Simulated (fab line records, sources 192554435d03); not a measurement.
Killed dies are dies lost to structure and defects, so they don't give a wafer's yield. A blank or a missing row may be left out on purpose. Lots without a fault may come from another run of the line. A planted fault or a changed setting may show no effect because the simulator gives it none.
Which tool did it? | flow n5_finfet | 12 lots, 36 wafers sampled, at 3 steps of a route of 1938

WHAT THE GAUGES READ, wafer by wafer
N5_BEOL_M12_INSPECT_55: inspects for defects (darkfield).
lot  | measured     | on                | raw_defect_count
L078 | day 13 13:39 | defect_inspect-02 | 57 81 57
L077 | day 13 15:16 | defect_inspect-01 | 68 74 95
L080 | day 13 18:01 | defect_inspect-01 | 93 124 86
L081 | day 14 06:59 | defect_inspect-01 | 77 53 79
L082 | day 15 01:43 | defect_inspect-01 | 129 118 78
L084 | day 15 20:31 | defect_inspect-01 | 69 109 73
L085 | day 16 03:26 | defect_inspect-02 | 46 109 66
L089 | day 16 18:31 | defect_inspect-01 | 43 48 32
L094 | day 16 20:37 | defect_inspect-02 | 74 52 80
L092 | day 17 06:49 | defect_inspect-01 | 64 62 97
L095 | day 18 17:01 | defect_inspect-02 | 67 40 60
L097 | day 19 16:35 | defect_inspect-01 | 96 102 63

WHICH TOOL RAN EACH LOT (tool, then ch and the chambers of the sampled wafers, then the start)
lot  | N5_BEOL_M12_ANNEAL_48            | N5_BEOL_M12_CMP_49
L078 | rtp_anneal-02 ch 0, day 13 12:53 | cmp-02 ch 0,3, day 13 13:11
L077 | rtp_anneal-01 ch 0, day 13 14:35 | cmp-04 ch 0,3, day 13 14:50
L080 | rtp_anneal-02 ch 0, day 13 17:19 | cmp-04 ch 0,2, day 13 17:37
L081 | rtp_anneal-01 ch 0, day 14 06:17 | cmp-02 ch 0,1,2, day 14 06:37
L082 | rtp_anneal-02 ch 0, day 15 00:59 | cmp-02 ch 0,2,3, day 15 01:19
L084 | rtp_anneal-01 ch 0, day 15 19:49 | cmp-02 ch 1,2,3, day 15 20:07
L085 | rtp_anneal-01 ch 0, day 16 02:40 | cmp-03 ch 1,2, day 16 02:58
L089 | rtp_anneal-02 ch 0, day 16 17:44 | cmp-03 ch 0,1,2, day 16 18:02
L094 | rtp_anneal-02 ch 0, day 16 19:53 | cmp-02 ch 0,2, day 16 20:11
L092 | rtp_anneal-01 ch 0, day 17 06:03 | cmp-03 ch 0,2,3, day 17 06:26
L095 | rtp_anneal-02 ch 0, day 18 16:16 | cmp-04 ch 0,1,2, day 18 16:36
L097 | rtp_anneal-02 ch 0, day 19 15:55 | cmp-03 ch 1,2,3, day 19 16:12
- N5_BEOL_M12_ANNEAL_48: time 90 s.
- N5_BEOL_M12_CMP_49: polishes, stops on SiOC, t overpolish 20.6 s, target thk 320 nm.

THE ANSWER, worked out from the rows above alone
Rule: what is usual is taken from the lots themselves. Put in order of their means at a reading, lots are off if they are a third of the lots or fewer, leave a main group of 4 or more, and stand apart from it by a gap of 3 or more times the standard deviation of the main group's means; of several such gaps the widest counts. A main group whose means are all the same, to the digits that the tables above print for the reading, isn't used. A lot without any number at a reading at which 4 lots or more have one is off too. The other lots that the step has rows for count as sound.
No lot is off at any reading shown: from this, nothing can be told.

WHAT THE SIMULATOR HAD PUT IN
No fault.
